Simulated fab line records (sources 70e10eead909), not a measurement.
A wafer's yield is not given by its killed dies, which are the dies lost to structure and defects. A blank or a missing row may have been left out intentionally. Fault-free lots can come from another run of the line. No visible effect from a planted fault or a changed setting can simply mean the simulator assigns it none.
A struck lot beside a sound one    flow nandHarc    16 out of 1302 route steps
Sound: wafers L245.3, L245.4, L245.5. Struck: wafer L244.5. (L244.3, L244.4 of the same lot were not struck and are left out.) The cause comes at the end.
Order at every step that has rows: each side's tool, ch and its chambers, its first start. Under that, the readings that differ: sound wafers    struck wafers    difference of the means    sigmas: that difference in standard deviations of wafers without a fault.
alike: readings with means less than 2 such deviations apart, plus words and numbers identical on both sides. not compared: withheld readings, readings lacking a value on some wafer, bounds such as >300 that could conceal the same value, and numbers that have no deviation in the record and whose values overlap.
A row with sigmas, a row that says differs or no value, or rows on one side alone: a step with any of these is where the two part. When numbers do not overlap yet have no deviation, they are printed without sigmas and do not part them. Lack of a reading on every wafer of one side parts them only where that side has two or more wafers.

NHARC_A_ONON_D2_THK_MEAS_05: measures by ellipsometry.
  struck on filmMetro-01, day 16 04:59; sound on filmMetro-02, day 16 07:38
  alike: thkNm
next comes 1 step that has no rows for these wafers: NHARC_A_ONON_D2_DEP_06 (target thickness 1000 nm).
NHARC_A_ONON_D2_THK_MEAS_08: measures by ellipsometry.
  struck on filmMetro-01, day 16 05:33; sound on filmMetro-02, day 16 08:13
  alike: thkNm
next comes 1 step that has no rows for these wafers: NHARC_A_ONON_D2_DEP_09 (target thickness 1000 nm).
NHARC_A_ONON_D2_THK_MEAS_11: measures by ellipsometry.
  struck on filmMetro-01, day 16 06:07; sound on filmMetro-02, day 16 08:46
  alike: thkNm
next comes 1 step that has no rows for these wafers: NHARC_A_ONON_D2_DEP_12 (target thickness 1000 nm).
NHARC_A_ONON_D2_THK_MEAS_14: measures by ellipsometry.
  struck on filmMetro-02, day 16 06:41; sound on filmMetro-02, day 16 09:20
  alike: thkNm
then, 2 steps without rows for these wafers: NHARC_A_ONON_D2_ANNEAL_15 (time 3600 s); NHARC_A_ONON_D2_DEP_16 (target thk 1000 nm).
NHARC_A_ONON_D2_THK_MEAS_18: measures by ellipsometry.
  struck on filmMetro-01, day 16 14:37; sound on filmMetro-01, day 16 14:38
  alike: thkNm
next comes 1 step that has no rows for these wafers: NHARC_A_ONON_D2_DEP_19 (target thickness 1000 nm).
NHARC_A_ONON_D2_THK_MEAS_21: measures by ellipsometry.
  struck on filmMetro-01, day 16 15:11; sound on filmMetro-01, day 16 15:11
  alike: thkNm
NHARC_A_ONON_D2_DEP_22: target thk 1000 nm.
  sound on pecvdOnon-01 ch 0, day 16 15:22; struck on pecvdOnon-04 ch 0, day 16 15:21
NHARC_A_ONON_D2_THK_MEAS_24: measures by ellipsometry.
  struck on filmMetro-01, day 16 15:45; sound on filmMetro-01, day 16 15:46
reading     sound           struck  difference  sigmas
thkNm (nm)  1009 1009 1007  1343    +335        +30
next comes 1 step that has no rows for these wafers: NHARC_A_ONON_D2_DEP_25 (target thickness 1000 nm).
-- the record jumps here: 12 days lie between the struck wafers' starts before and after (it left off in module A_ONON_D2 and takes up again in module END, whose first step shown is number 1302 of the route) --
NHARC_END_SORT_01:
  only the struck wafers appear in the record here, on prober-02 ch 0 at day 28 16:07; the sound ones have no rows

== WHERE THEY PART ==
At NHARC_A_ONON_D2_THK_MEAS_24 first; at NHARC_END_SORT_01 last (within this record only).

WHY: the cause the simulator had injected
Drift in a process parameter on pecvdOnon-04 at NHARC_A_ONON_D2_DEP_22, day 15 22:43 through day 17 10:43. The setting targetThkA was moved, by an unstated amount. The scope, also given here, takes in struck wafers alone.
